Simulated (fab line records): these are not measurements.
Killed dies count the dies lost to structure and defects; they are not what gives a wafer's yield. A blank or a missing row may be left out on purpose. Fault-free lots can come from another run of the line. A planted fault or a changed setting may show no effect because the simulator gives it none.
fab line records || flow n5-finfet || part 2 of 2: steps 19 to 25 of 25
record: {"lots": 5, "wafers": 15, "last-day": 18}
route steps=1938 shown BEOL_M6@1214
lots with no fault: from the same line, run without faults
start-h: start of the lot's first displayed wafer, in hours after the record's first day || wait-h: how many hours have passed since the lot's step before this one || " same as the row above || L1.1+2: a row that stands for several wafers || - value missing, or start not given || * or withheld: withheld || < > ~ a bound
route shown NAME@n: names a module that has steps shown in the file, with the first one's number in the route || usual: mean/standard deviation taken from wafers without a fault || same: alike in all rows || chamber/n: place in a boat || sites: readings site by site || _std_site: their standard deviation || _edge_site: the outer-site mean with the inner-site mean subtracted || radius-mm: for every site, how far away it sits from the centre of the wafer || mask NAME#n: copy n || behind: tool/chamber where the wafer was last shaped || hold: reason for holding the lot/hours on hold/outcome of the hold || device: the n, p or np transistor that did not switch || end of line: tests of these same wafers at the route's end || a step given without rows: its recipe and nothing more || killed: dies that structure and defects cost at the first sort, which is not the same as the wafer's yield || map: a wafer's dies, x killed, . not, _ none there
set.NAME: the run value of the setting; set.NAME@STEP: its run value at that earlier step || model.NAME: the simulator's own value behind a step, which no gauge read
certain route steps with their lots: each step a table, each wafer a row
services: the hour from which a tool's chamber was out of use, counted from the record's first day as start-h (under 0 if before that day), plus the number of hours and why
== steps ==
step: N5_BEOL_M6_ETCH_65
recipe: {"chemistry": "CF4", "target": "SiARC", "target-depth-a": 156, "mask-material": "CAR-EUV", "time-s": 26, "ion-energy-ev": 80, "pressure-mtorr": 40, "source-w": 545, "bias-w": 36, "Ar_flow_sccm": 100, "cf4-flow-sccm": 100, "ends": "cleared"}
usual: {"drypump-motor-current-A": "5.6/0.44", "etch-rf-on-time-s": "25.8/0.83", "oes-product-au": "0.66/0.072", "rf-vpp-V": "184.0/1.2", "showerhead-plenum-p-Torr": "2.14/0.07", "throttle-valve-pct": "15.59/0.21"}
{"lot.wafer": "L079.2", "tool": "rie-diel-01", "chamber": 3, "start-h": 242.29, "wait-h": 0.0, "drypump-motor-current-A": 6.6, "etch-rf-on-time-s": 26.9, "oes-product-au": 0.57, "rf-hours-counter-h": 228, "rf-vpp-V": 184.1, "showerhead-plenum-p-Torr": 2.19, "throttle-valve-pct": 15.41}
{"lot.wafer": "L079.3", "tool": "rie-diel-01", "chamber": 2, "start-h": 242.29, "wait-h": 0.0, "drypump-motor-current-A": 5.3, "etch-rf-on-time-s": 25.5, "oes-product-au": 0.69, "rf-hours-counter-h": 103, "rf-vpp-V": 183.6, "showerhead-plenum-p-Torr": 2.15, "throttle-valve-pct": 15.29}
{"lot.wafer": "L079.4", "tool": "rie-diel-01", "chamber": 0, "start-h": 242.29, "wait-h": 0.0, "drypump-motor-current-A": 5.2, "etch-rf-on-time-s": 25.4, "oes-product-au": 0.60, "rf-hours-counter-h": 240, "rf-vpp-V": 183.1, "showerhead-plenum-p-Torr": 2.19, "throttle-valve-pct": 15.81}
{"lot.wafer": "L088.4", "tool": "rie-diel-05", "chamber": 3, "start-h": 273.53, "wait-h": 0.0, "drypump-motor-current-A": 5.2, "etch-rf-on-time-s": 25.5, "oes-product-au": 0.70, "rf-hours-counter-h": 80, "rf-vpp-V": 183.1, "showerhead-plenum-p-Torr": 2.09, "throttle-valve-pct": 15.51}
{"lot.wafer": "L088.5", "tool": "rie-diel-05", "chamber": 1, "start-h": 273.53, "wait-h": 0.0, "drypump-motor-current-A": 5.3, "etch-rf-on-time-s": 25.3, "oes-product-au": 0.69, "rf-hours-counter-h": "-", "rf-vpp-V": 185.6, "showerhead-plenum-p-Torr": 2.24, "throttle-valve-pct": 15.40}
{"lot.wafer": "L088.6", "tool": "rie-diel-05", "chamber": 0, "start-h": 273.53, "wait-h": 0.0, "drypump-motor-current-A": 5.4, "etch-rf-on-time-s": 25.3, "oes-product-au": 0.85, "rf-hours-counter-h": "-", "rf-vpp-V": 183.4, "showerhead-plenum-p-Torr": 2.09, "throttle-valve-pct": 15.27}
{"lot.wafer": "L092.2", "tool": "rie-diel-06", "chamber": 2, "start-h": 309.89, "wait-h": 0.0, "drypump-motor-current-A": 5.8, "etch-rf-on-time-s": 25.0, "oes-product-au": 0.71, "rf-hours-counter-h": 114, "rf-vpp-V": 183.1, "showerhead-plenum-p-Torr": 2.07, "throttle-valve-pct": 15.62}
{"lot.wafer": "L092.3", "tool": "rie-diel-06", "chamber": 3, "start-h": 309.89, "wait-h": 0.0, "drypump-motor-current-A": 5.5, "etch-rf-on-time-s": 26.7, "oes-product-au": 0.60, "rf-hours-counter-h": 219, "rf-vpp-V": 185.5, "showerhead-plenum-p-Torr": 2.22, "throttle-valve-pct": 15.74}
{"lot.wafer": "L092.6", "tool": "rie-diel-06", "chamber": 2, "start-h": 309.89, "wait-h": 0.0, "drypump-motor-current-A": 5.8, "etch-rf-on-time-s": 25.0, "oes-product-au": 0.70, "rf-hours-counter-h": "-", "rf-vpp-V": 183.7, "showerhead-plenum-p-Torr": 2.07, "throttle-valve-pct": 15.60}
{"lot.wafer": "L096.2", "tool": "rie-diel-06", "chamber": 0, "start-h": 331.61, "wait-h": 0.0, "drypump-motor-current-A": 5.5, "etch-rf-on-time-s": 24.5, "oes-product-au": 0.63, "rf-hours-counter-h": 202, "rf-vpp-V": 183.1, "showerhead-plenum-p-Torr": 2.05, "throttle-valve-pct": 15.84}
{"lot.wafer": "L096.4", "tool": "rie-diel-06", "chamber": 1, "start-h": 331.61, "wait-h": 0.0, "drypump-motor-current-A": 5.6, "etch-rf-on-time-s": 26.1, "oes-product-au": 0.72, "rf-hours-counter-h": 67, "rf-vpp-V": 183.6, "showerhead-plenum-p-Torr": 2.09, "throttle-valve-pct": 15.48}
{"lot.wafer": "L096.5", "tool": "rie-diel-06", "chamber": 3, "start-h": 331.61, "wait-h": 0.0, "drypump-motor-current-A": 5.5, "etch-rf-on-time-s": 26.4, "oes-product-au": 0.60, "rf-hours-counter-h": "-", "rf-vpp-V": 185.3, "showerhead-plenum-p-Torr": 2.22, "throttle-valve-pct": 15.77}
{"lot.wafer": "L094.2", "tool": "rie-diel-01", "chamber": 3, "start-h": 335.92, "wait-h": 0.0, "drypump-motor-current-A": 6.6, "etch-rf-on-time-s": 26.4, "oes-product-au": 0.82, "rf-hours-counter-h": 6, "rf-vpp-V": 185.2, "showerhead-plenum-p-Torr": 2.18, "throttle-valve-pct": 15.00}
{"lot.wafer": "L094.3", "tool": "rie-diel-01", "chamber": 1, "start-h": 335.92, "wait-h": 0.0, "drypump-motor-current-A": 6.0, "etch-rf-on-time-s": 26.4, "oes-product-au": 0.57, "rf-hours-counter-h": 267, "rf-vpp-V": 182.3, "showerhead-plenum-p-Torr": 2.03, "throttle-valve-pct": 15.97}
{"lot.wafer": "L094.6", "tool": "rie-diel-01", "chamber": 0, "start-h": 335.92, "wait-h": 0.0, "drypump-motor-current-A": 5.2, "etch-rf-on-time-s": 25.1, "oes-product-au": 0.79, "rf-hours-counter-h": "-", "rf-vpp-V": 183.3, "showerhead-plenum-p-Torr": 2.18, "throttle-valve-pct": 15.38}
step: N5_BEOL_M6_ETCH_66
recipe: {"chemistry": "N2/H2", "target": "SOC", "target-depth-a": 800, "overetch-a": 160, "mask-material": "SiARC", "temp-c": 40, "time-s": 120, "ion-energy-ev": 200, "pressure-mtorr": 30, "source-w": 840, "bias-w": 150, "n2-flow-sccm": 200, "h2-flow-sccm": 200}
usual: {"drypump-motor-current-A": "5.6/0.44", "oes-product-au": "0.59/0.06", "rf-vpp-V": "523.8/2.6", "showerhead-plenum-p-Torr": "2.53/0.083", "throttle-valve-pct": "17.70/0.25"}
{"lot.wafer": "L079.2", "tool": "rie-diel-01", "chamber": 3, "start-h": 242.32, "wait-h": 0.0, "drypump-motor-current-A": 6.6, "oes-product-au": 0.53, "rf-hours-counter-h": 228, "rf-vpp-V": 526.9, "showerhead-plenum-p-Torr": 2.59, "throttle-valve-pct": 17.31}
{"lot.wafer": "L079.3", "tool": "rie-diel-01", "chamber": 2, "start-h": 242.32, "wait-h": 0.0, "drypump-motor-current-A": 5.3, "oes-product-au": 0.62, "rf-hours-counter-h": 103, "rf-vpp-V": 525.7, "showerhead-plenum-p-Torr": 2.56, "throttle-valve-pct": 17.50}
{"lot.wafer": "L079.4", "tool": "rie-diel-01", "chamber": 0, "start-h": 242.32, "wait-h": 0.0, "drypump-motor-current-A": 5.2, "oes-product-au": 0.54, "rf-hours-counter-h": 240, "rf-vpp-V": 525.2, "showerhead-plenum-p-Torr": 2.59, "throttle-valve-pct": 17.96}
{"lot.wafer": "L088.4", "tool": "rie-diel-05", "chamber": 3, "start-h": 273.55, "wait-h": 0.0, "drypump-motor-current-A": 5.2, "oes-product-au": 0.62, "rf-hours-counter-h": 80, "rf-vpp-V": 522.0, "showerhead-plenum-p-Torr": 2.48, "throttle-valve-pct": 17.65}
{"lot.wafer": "L088.5", "tool": "rie-diel-05", "chamber": 1, "start-h": 273.55, "wait-h": 0.0, "drypump-motor-current-A": 5.3, "oes-product-au": 0.62, "rf-hours-counter-h": "-", "rf-vpp-V": 527.5, "showerhead-plenum-p-Torr": 2.65, "throttle-valve-pct": 17.40}
{"lot.wafer": "L088.6", "tool": "rie-diel-05", "chamber": 0, "start-h": 273.55, "wait-h": 0.0, "drypump-motor-current-A": 5.4, "oes-product-au": 0.76, "rf-hours-counter-h": "-", "rf-vpp-V": 522.1, "showerhead-plenum-p-Torr": 2.52, "throttle-valve-pct": 17.67}
{"lot.wafer": "L092.2", "tool": "rie-diel-06", "chamber": 2, "start-h": 309.91, "wait-h": 0.0, "drypump-motor-current-A": 5.9, "oes-product-au": 0.62, "rf-hours-counter-h": 114, "rf-vpp-V": 522.0, "showerhead-plenum-p-Torr": 2.43, "throttle-valve-pct": 17.60}
{"lot.wafer": "L092.3", "tool": "rie-diel-06", "chamber": 3, "start-h": 309.91, "wait-h": 0.0, "drypump-motor-current-A": 5.5, "oes-product-au": 0.55, "rf-hours-counter-h": 220, "rf-vpp-V": 525.8, "showerhead-plenum-p-Torr": 2.62, "throttle-valve-pct": 17.78}
{"lot.wafer": "L092.6", "tool": "rie-diel-06", "chamber": 2, "start-h": 309.91, "wait-h": 0.0, "drypump-motor-current-A": 5.9, "oes-product-au": 0.62, "rf-hours-counter-h": "-", "rf-vpp-V": 521.1, "showerhead-plenum-p-Torr": 2.43, "throttle-valve-pct": 17.61}
{"lot.wafer": "L096.2", "tool": "rie-diel-06", "chamber": 0, "start-h": 331.63, "wait-h": 0.0, "drypump-motor-current-A": 5.5, "oes-product-au": 0.55, "rf-hours-counter-h": 202, "rf-vpp-V": 519.5, "showerhead-plenum-p-Torr": 2.41, "throttle-valve-pct": 17.93}
{"lot.wafer": "L096.4", "tool": "rie-diel-06", "chamber": 1, "start-h": 331.63, "wait-h": 0.0, "drypump-motor-current-A": 5.5, "oes-product-au": 0.65, "rf-hours-counter-h": 67, "rf-vpp-V": 523.2, "showerhead-plenum-p-Torr": 2.49, "throttle-valve-pct": 17.71}
{"lot.wafer": "L096.5", "tool": "rie-diel-06", "chamber": 3, "start-h": 331.63, "wait-h": 0.0, "drypump-motor-current-A": 5.5, "oes-product-au": 0.54, "rf-hours-counter-h": "-", "rf-vpp-V": 527.4, "showerhead-plenum-p-Torr": 2.62, "throttle-valve-pct": 17.78}
{"lot.wafer": "L094.2", "tool": "rie-diel-01", "chamber": 3, "start-h": 335.95, "wait-h": 0.0, "drypump-motor-current-A": 6.6, "oes-product-au": 0.74, "rf-hours-counter-h": 6, "rf-vpp-V": 526.6, "showerhead-plenum-p-Torr": 2.57, "throttle-valve-pct": 17.00}
{"lot.wafer": "L094.3", "tool": "rie-diel-01", "chamber": 1, "start-h": 335.95, "wait-h": 0.0, "drypump-motor-current-A": 6.0, "oes-product-au": 0.52, "rf-hours-counter-h": 267, "rf-vpp-V": 519.1, "showerhead-plenum-p-Torr": 2.40, "throttle-valve-pct": 18.22}
{"lot.wafer": "L094.6", "tool": "rie-diel-01", "chamber": 0, "start-h": 335.95, "wait-h": 0.0, "drypump-motor-current-A": 5.2, "oes-product-au": 0.70, "rf-hours-counter-h": "-", "rf-vpp-V": 525.0, "showerhead-plenum-p-Torr": 2.58, "throttle-valve-pct": 17.60}
step: N5_BEOL_M6_STRIP_69
recipe: {"chemistry": "N2/H2", "temp-c": 40, "n2-flow-sccm": 200, "h2-flow-sccm": 200, "rf-frequency-hz": 6e+07}
{"lot.wafer": "L079.2+3+4", "tool": "rie-diel-01", "chamber": "3,2,0", "start-h": 242.40, "wait-h": 0.0}
{"lot.wafer": "L088.4+5+6", "tool": "rie-diel-05", "chamber": "3,1,0", "start-h": 273.63, "wait-h": 0.0}
{"lot.wafer": "L092.2+3+6", "tool": "rie-diel-06", "chamber": "2,3,2", "start-h": 309.99, "wait-h": 0.0}
{"lot.wafer": "L096.2+4+5", "tool": "rie-diel-06", "chamber": "0,1,3", "start-h": 331.71, "wait-h": 0.0}
{"lot.wafer": "L094.2+3+6", "tool": "rie-diel-01", "chamber": "3,1,0", "start-h": 336.03, "wait-h": 0.0}
step: N5_BEOL_M6_STRIP_73
recipe: {"chemistry": "N2/H2", "temp-c": 40, "n2-flow-sccm": 200, "h2-flow-sccm": 200, "rf-frequency-hz": 6e+07}
{"lot.wafer": "L079.2+3+4", "tool": "rie-diel-01", "chamber": "3,2,0", "start-h": 242.41, "wait-h": 0.0}
{"lot.wafer": "L088.4+5+6", "tool": "rie-diel-05", "chamber": "3,1,0", "start-h": 273.64, "wait-h": 0.0}
{"lot.wafer": "L092.2+3+6", "tool": "rie-diel-06", "chamber": "2,3,2", "start-h": 310.00, "wait-h": 0.0}
{"lot.wafer": "L096.2+4+5", "tool": "rie-diel-06", "chamber": "0,1,3", "start-h": 331.72, "wait-h": 0.0}
{"lot.wafer": "L094.2+3+6", "tool": "rie-diel-01", "chamber": "3,1,0", "start-h": 336.04, "wait-h": 0.0}
step: N5_BEOL_M6_VIA_ETCH_34
recipe: {"chemistry": "C4F6/O2", "target": "SiCOH_lowk", "target-depth-a": 1263, "mask-material": "SOC", "taper-deg": 4, "time-s": 50.9, "ion-energy-ev": 250, "pressure-mtorr": 30, "source-w": 345, "bias-w": 185, "Ar_flow_sccm": 300, "C4F6_flow_sccm": 10, "O2_flow_sccm": 10}
usual: {"drypump-motor-current-A": "5.6/0.44", "oes-product-au": "0.77/0.084", "rf-vpp-V": "663/21", "showerhead-plenum-p-Torr": "2.85/0.089", "throttle-valve-pct": "20.86/0.22"}
{"lot.wafer": "L079.2", "tool": "rie-diel-01", "chamber": 3, "start-h": 242.42, "wait-h": 0.0, "drypump-motor-current-A": 6.6, "oes-product-au": 0.66, "rf-hours-counter-h": 228, "rf-vpp-V": 653, "showerhead-plenum-p-Torr": 2.92, "throttle-valve-pct": 20.57}
{"lot.wafer": "L079.3", "tool": "rie-diel-01", "chamber": 2, "start-h": 242.42, "wait-h": 0.0, "drypump-motor-current-A": 5.3, "oes-product-au": 0.81, "rf-hours-counter-h": 103, "rf-vpp-V": 654, "showerhead-plenum-p-Torr": 2.88, "throttle-valve-pct": 20.68}
{"lot.wafer": "L079.4", "tool": "rie-diel-01", "chamber": 0, "start-h": 242.42, "wait-h": 0.0, "drypump-motor-current-A": 5.2, "oes-product-au": 0.69, "rf-hours-counter-h": 240, "rf-vpp-V": 646, "showerhead-plenum-p-Torr": 2.89, "throttle-valve-pct": 20.95}
{"lot.wafer": "L088.4", "tool": "rie-diel-05", "chamber": 3, "start-h": 273.65, "wait-h": 0.0, "drypump-motor-current-A": 5.2, "oes-product-au": 0.83, "rf-hours-counter-h": 80, "rf-vpp-V": 714, "showerhead-plenum-p-Torr": 2.79, "throttle-valve-pct": 20.87}
{"lot.wafer": "L088.5", "tool": "rie-diel-05", "chamber": 1, "start-h": 273.65, "wait-h": 0.0, "drypump-motor-current-A": 5.3, "oes-product-au": 0.81, "rf-hours-counter-h": "-", "rf-vpp-V": 698, "showerhead-plenum-p-Torr": 2.98, "throttle-valve-pct": 20.64}
{"lot.wafer": "L088.6", "tool": "rie-diel-05", "chamber": 0, "start-h": 273.65, "wait-h": 0.0, "drypump-motor-current-A": 5.4, "oes-product-au": 0.99, "rf-hours-counter-h": "-", "rf-vpp-V": 657, "showerhead-plenum-p-Torr": 2.78, "throttle-valve-pct": 20.59}
{"lot.wafer": "L092.2", "tool": "rie-diel-06", "chamber": 2, "start-h": 310.01, "wait-h": 0.0, "drypump-motor-current-A": 5.8, "oes-product-au": 0.82, "rf-hours-counter-h": 114, "rf-vpp-V": 666, "showerhead-plenum-p-Torr": 2.76, "throttle-valve-pct": 20.96}
{"lot.wafer": "L092.3", "tool": "rie-diel-06", "chamber": 3, "start-h": 310.01, "wait-h": 0.0, "drypump-motor-current-A": 5.5, "oes-product-au": 0.70, "rf-hours-counter-h": 220, "rf-vpp-V": 650, "showerhead-plenum-p-Torr": 2.95, "throttle-valve-pct": 20.94}
{"lot.wafer": "L092.6", "tool": "rie-diel-06", "chamber": 2, "start-h": 310.01, "wait-h": 0.0, "drypump-motor-current-A": 5.8, "oes-product-au": 0.82, "rf-hours-counter-h": "-", "rf-vpp-V": 667, "showerhead-plenum-p-Torr": 2.76, "throttle-valve-pct": 20.97}
{"lot.wafer": "L096.2", "tool": "rie-diel-06", "chamber": 0, "start-h": 331.73, "wait-h": 0.0, "drypump-motor-current-A": 5.5, "oes-product-au": 0.73, "rf-hours-counter-h": 202, "rf-vpp-V": 661, "showerhead-plenum-p-Torr": 2.71, "throttle-valve-pct": 21.06}
{"lot.wafer": "L096.4", "tool": "rie-diel-06", "chamber": 1, "start-h": 331.73, "wait-h": 0.0, "drypump-motor-current-A": 5.6, "oes-product-au": 0.85, "rf-hours-counter-h": 67, "rf-vpp-V": 649, "showerhead-plenum-p-Torr": 2.78, "throttle-valve-pct": 20.80}
{"lot.wafer": "L096.5", "tool": "rie-diel-06", "chamber": 3, "start-h": 331.73, "wait-h": 0.0, "drypump-motor-current-A": 5.5, "oes-product-au": 0.69, "rf-hours-counter-h": "-", "rf-vpp-V": 650, "showerhead-plenum-p-Torr": 2.94, "throttle-valve-pct": 20.95}
{"lot.wafer": "L094.2", "tool": "rie-diel-01", "chamber": 3, "start-h": 336.05, "wait-h": 0.0, "drypump-motor-current-A": 6.6, "oes-product-au": 0.97, "rf-hours-counter-h": 6, "rf-vpp-V": 654, "showerhead-plenum-p-Torr": 2.90, "throttle-valve-pct": 20.29}
{"lot.wafer": "L094.3", "tool": "rie-diel-01", "chamber": 1, "start-h": 336.05, "wait-h": 0.0, "drypump-motor-current-A": 6.1, "oes-product-au": 0.68, "rf-hours-counter-h": 267, "rf-vpp-V": 640, "showerhead-plenum-p-Torr": 2.73, "throttle-valve-pct": 21.38}
{"lot.wafer": "L094.6", "tool": "rie-diel-01", "chamber": 0, "start-h": 336.05, "wait-h": 0.0, "drypump-motor-current-A": 5.2, "oes-product-au": 0.93, "rf-hours-counter-h": "-", "rf-vpp-V": 654, "showerhead-plenum-p-Torr": 2.88, "throttle-valve-pct": 20.65}
step: N5_BEOL_M6_STRIP_76
recipe: {"chemistry": "C4F6/O2", "resist": "SiARC", "rf-frequency-hz": 6e+07}
{"lot.wafer": "L079.2+3+4", "tool": "rie-diel-01", "chamber": "3,2,0", "start-h": 242.47, "wait-h": 0.0}
{"lot.wafer": "L088.4+5+6", "tool": "rie-diel-05", "chamber": "3,1,0", "start-h": 273.70, "wait-h": 0.0}
{"lot.wafer": "L092.2+3+6", "tool": "rie-diel-06", "chamber": "2,3,2", "start-h": 310.06, "wait-h": 0.0}
{"lot.wafer": "L096.2+4+5", "tool": "rie-diel-06", "chamber": "0,1,3", "start-h": 331.78, "wait-h": 0.0}
{"lot.wafer": "L094.2+3+6", "tool": "rie-diel-01", "chamber": "3,1,0", "start-h": 336.09, "wait-h": 0.0}
step: N5_BEOL_M6_STRIP_36
recipe: {"chemistry": "N2/H2", "power-w": 450, "temp-c": 40, "pressure-mtorr": 20, "rf-frequency-hz": 6e+07, "overash-fraction": 0.3, "bias-power-w": 7, "h2-frac": 0.5, "n2-flow-sccm": 200, "h2-flow-sccm": 200}
usual: {"drypump-motor-current-A": "5.6/0.44", "oes-product-au": "0.77/0.085", "power-w": "450.0/1.3", "rf-vpp-V": "58.9/1.5", "showerhead-plenum-p-Torr": "2.53/0.083", "throttle-valve-pct": "23.4/0.35"}
{"lot.wafer": "L079.2", "tool": "rie-diel-01", "chamber": 3, "start-h": 242.48, "wait-h": 0.0, "drypump-motor-current-A": 6.6, "oes-product-au": 0.67, "power-w": 451.5, "rf-hours-counter-h": 228, "rf-vpp-V": 59.3, "showerhead-plenum-p-Torr": 2.58, "throttle-valve-pct": 22.8}
{"lot.wafer": "L079.3", "tool": "rie-diel-01", "chamber": 2, "start-h": 242.48, "wait-h": 0.0, "drypump-motor-current-A": 5.3, "oes-product-au": 0.82, "power-w": 449.9, "rf-hours-counter-h": 103, "rf-vpp-V": 58.4, "showerhead-plenum-p-Torr": 2.56, "throttle-valve-pct": 23.3}
{"lot.wafer": "L079.4", "tool": "rie-diel-01", "chamber": 0, "start-h": 242.48, "wait-h": 0.0, "drypump-motor-current-A": 5.2, "oes-product-au": 0.70, "power-w": 446.8, "rf-hours-counter-h": 240, "rf-vpp-V": 55.7, "showerhead-plenum-p-Torr": 2.59, "throttle-valve-pct": 23.8}
{"lot.wafer": "L088.4", "tool": "rie-diel-05", "chamber": 3, "start-h": 273.71, "wait-h": 0.0, "drypump-motor-current-A": 5.2, "oes-product-au": 0.82, "power-w": 450.3, "rf-hours-counter-h": 80, "rf-vpp-V": 57.6, "showerhead-plenum-p-Torr": 2.47, "throttle-valve-pct": 23.4}
{"lot.wafer": "L088.5", "tool": "rie-diel-05", "chamber": 1, "start-h": 273.71, "wait-h": 0.0, "drypump-motor-current-A": 5.3, "oes-product-au": 0.80, "power-w": 450.3, "rf-hours-counter-h": "-", "rf-vpp-V": 57.1, "showerhead-plenum-p-Torr": 2.65, "throttle-valve-pct": 23.0}
{"lot.wafer": "L088.6", "tool": "rie-diel-05", "chamber": 0, "start-h": 273.71, "wait-h": 0.0, "drypump-motor-current-A": 5.4, "oes-product-au": 0.98, "power-w": 449.2, "rf-hours-counter-h": "-", "rf-vpp-V": 60.0, "showerhead-plenum-p-Torr": 2.52, "throttle-valve-pct": 23.5}
{"lot.wafer": "L092.2", "tool": "rie-diel-06", "chamber": 2, "start-h": 310.07, "wait-h": 0.0, "drypump-motor-current-A": 5.8, "oes-product-au": 0.81, "power-w": 449.7, "rf-hours-counter-h": 114, "rf-vpp-V": 57.0, "showerhead-plenum-p-Torr": 2.43, "throttle-valve-pct": 23.2}
{"lot.wafer": "L092.3", "tool": "rie-diel-06", "chamber": 3, "start-h": 310.07, "wait-h": 0.0, "drypump-motor-current-A": 5.4, "oes-product-au": 0.70, "power-w": 450.2, "rf-hours-counter-h": 220, "rf-vpp-V": 59.9, "showerhead-plenum-p-Torr": 2.62, "throttle-valve-pct": 23.5}
{"lot.wafer": "L092.6", "tool": "rie-diel-06", "chamber": 2, "start-h": 310.07, "wait-h": 0.0, "drypump-motor-current-A": 5.8, "oes-product-au": 0.80, "power-w": 449.1, "rf-hours-counter-h": "-", "rf-vpp-V": 58.4, "showerhead-plenum-p-Torr": 2.43, "throttle-valve-pct": 23.2}
{"lot.wafer": "L096.2", "tool": "rie-diel-06", "chamber": 0, "start-h": 331.79, "wait-h": 0.0, "drypump-motor-current-A": 5.5, "oes-product-au": 0.72, "power-w": 449.5, "rf-hours-counter-h": 202, "rf-vpp-V": 57.5, "showerhead-plenum-p-Torr": 2.41, "throttle-valve-pct": 23.7}
{"lot.wafer": "L096.4", "tool": "rie-diel-06", "chamber": 1, "start-h": 331.79, "wait-h": 0.0, "drypump-motor-current-A": 5.5, "oes-product-au": 0.87, "power-w": 450.0, "rf-hours-counter-h": 67, "rf-vpp-V": 57.5, "showerhead-plenum-p-Torr": 2.48, "throttle-valve-pct": 23.5}
{"lot.wafer": "L096.5", "tool": "rie-diel-06", "chamber": 3, "start-h": 331.79, "wait-h": 0.0, "drypump-motor-current-A": 5.5, "oes-product-au": 0.69, "power-w": 450.1, "rf-hours-counter-h": "-", "rf-vpp-V": 61.2, "showerhead-plenum-p-Torr": 2.61, "throttle-valve-pct": 23.5}
{"lot.wafer": "L094.2", "tool": "rie-diel-01", "chamber": 3, "start-h": 336.10, "wait-h": 0.0, "drypump-motor-current-A": 6.7, "oes-product-au": 0.96, "power-w": 452.3, "rf-hours-counter-h": 6, "rf-vpp-V": 60.3, "showerhead-plenum-p-Torr": 2.57, "throttle-valve-pct": 22.6}
{"lot.wafer": "L094.3", "tool": "rie-diel-01", "chamber": 1, "start-h": 336.10, "wait-h": 0.0, "drypump-motor-current-A": 6.0, "oes-product-au": 0.68, "power-w": 451.2, "rf-hours-counter-h": 267, "rf-vpp-V": 55.1, "showerhead-plenum-p-Torr": 2.40, "throttle-valve-pct": 24.1}
{"lot.wafer": "L094.6", "tool": "rie-diel-01", "chamber": 0, "start-h": 336.10, "wait-h": 0.0, "drypump-motor-current-A": 5.2, "oes-product-au": 0.91, "power-w": 450.6, "rf-hours-counter-h": "-", "rf-vpp-V": 58.4, "showerhead-plenum-p-Torr": 2.58, "throttle-valve-pct": 23.5}
== services ==
{"tool": "rie-diel-01", "chamber": 2, "start-h": 225.67, "hours": 2.5, "kind": "repair"}
{"tool": "rie-diel-01", "chamber": 0, "start-h": 230.15, "hours": 3.8, "kind": "repair"}
{"tool": "euv-scanner-02", "chamber": "-", "start-h": 234.07, "hours": 0.2, "kind": "repair"}
{"tool": "rie-metal-03", "chamber": 1, "start-h": 237.99, "hours": 2.5, "kind": "repair"}
{"tool": "euv-scanner-02", "chamber": "-", "start-h": 247.28, "hours": 1.0, "kind": "pm"}
{"tool": "euv-scanner-01", "chamber": "-", "start-h": 248.29, "hours": 4.6, "kind": "pm"}
{"tool": "rie-diel-06", "chamber": 0, "start-h": 251.86, "hours": 12.1, "kind": "repair"}
{"tool": "rie-metal-03", "chamber": 0, "start-h": 259.33, "hours": 20.7, "kind": "repair"}
{"tool": "rie-diel-06", "chamber": 3, "start-h": 267.73, "hours": 5.6, "kind": "repair"}
{"tool": "euv-scanner-01", "chamber": "-", "start-h": 268.33, "hours": 1.0, "kind": "pm"}
{"tool": "euv-scanner-02", "chamber": "-", "start-h": 268.74, "hours": 0.3, "kind": "repair"}
{"tool": "rie-diel-01", "chamber": 0, "start-h": 273.91, "hours": "-", "kind": "clean"}
{"tool": "rie-diel-01", "chamber": 0, "start-h": 273.91, "hours": "-", "kind": "consumable-replace:esc"}
{"tool": "rie-diel-01", "chamber": 0, "start-h": 273.91, "hours": "-", "kind": "consumable-replace:focus-ring"}
{"tool": "rie-diel-01", "chamber": 0, "start-h": 273.91, "hours": 29.4, "kind": "scheduled-down"}
{"tool": "rie-diel-01", "chamber": 0, "start-h": 273.91, "hours": 29.4, "kind": "vent-cycle"}
{"tool": "rie-diel-01", "chamber": 2, "start-h": 274.40, "hours": 6.1, "kind": "repair"}
{"tool": "rie-metal-02", "chamber": "-", "start-h": 288.37, "hours": 2.8, "kind": "pm"}
{"tool": "rie-metal-02", "chamber": 1, "start-h": 292.25, "hours": 2.5, "kind": "repair"}
{"tool": "euv-scanner-02", "chamber": "-", "start-h": 298.87, "hours": 4.6, "kind": "pm"}
{"tool": "rie-diel-06", "chamber": 2, "start-h": 299.66, "hours": 8.5, "kind": "repair"}
{"tool": "rie-diel-01", "chamber": 2, "start-h": 318.89, "hours": 28.1, "kind": "repair"}
{"tool": "euv-scanner-01", "chamber": "-", "start-h": 324.44, "hours": 1.0, "kind": "pm"}
{"tool": "rie-diel-05", "chamber": 3, "start-h": 331.24, "hours": 12.5, "kind": "repair"}
